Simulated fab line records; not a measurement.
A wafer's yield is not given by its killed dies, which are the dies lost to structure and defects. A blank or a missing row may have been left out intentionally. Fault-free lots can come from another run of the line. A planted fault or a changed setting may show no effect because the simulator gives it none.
Chamber matching	flow nand harc	NHARC_A_STAIRCASE_DEP_325 on pecvd-04: 3 sister chambers
The step deposits SiO2, target thk 3800 nm. 14 wafers are shown with their chamber, then 7 later ones without.

WAFERS, EACH WITH ITS CHAMBER
wafer	chamber	heater power w (W)	susceptor temp C (C)	mfc precursor sccm (sccm)
L077.1	2	792	400.16	201.0
L077.2	0	725	399.90	200.3
L077.6	1	622	399.91	200.9
L076.1	0	727	399.43	199.7
L076.4	0	589	399.88	199.8
L076.6	2	666	400.01	200.6
L082.1	2	792	400.10	200.5
L082.5	2	657	399.63	200.6
L082.6	0	585	399.70	199.7
L090.1	0	706	399.71	200.3
L090.3	2	772	399.60	199.4
L090.4	2	673	399.80	198.9
L095.1	2	768	399.78	200.3
L095.2	1	719	399.84	200.0

SIGNATURES (averages over the wafers above)
reading	chamber 0	chamber 1	chamber 2	scatter within a chamber
heater power w	666.40	670.50	731.43	67.1
susceptor temp C	399.7240	399.8750	399.8686	0.201
mfc precursor sccm	199.960	200.450	200.186	0.617
Rule: for a wafer and a chamber, the distance is found by dividing, reading by reading, the gap between the wafer's reading and the chamber's mean by the reading's scatter, squaring, summing and taking the root. The wafer belongs to the nearest chamber; if the next one is less than 2 further off, it can't be placed. The scatter: take each reading less its chamber's mean, square it, sum over the shown wafers, divide by the number of wafers less the number of chambers, and take the root.

WAFERS WITHOUT THEIR CHAMBER
wafer	heater power w (W)	susceptor temp C (C)	mfc precursor sccm (sccm)
L095.3	670	399.95	199.2
L093.2	688	399.89	199.6
L093.4	637	399.74	200.2
L093.6	658	399.65	199.8
L097.1	773	399.45	199.4
L097.4	618	399.99	198.4
L097.5	641	399.61	200.2

EACH ONE'S CHAMBER
wafer	from the rows above	in truth
L095.3	can't be placed: 0 or 2 or 1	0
L093.2	can't be placed: 0 or 2 or 1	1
L093.4	can't be placed: 0 or 1 or 2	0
L093.6	can't be placed: 0 or 1 or 2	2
L097.1	can't be placed: 0 or 2 or 1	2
L097.4	can't be placed: 0 or 2 or 1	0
L097.5	can't be placed: 0 or 1 or 2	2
Placed correctly: 0 of 7. From these rows, 7 cannot be placed; in 7 the true chamber is one of the candidates. 0 placed wrongly.
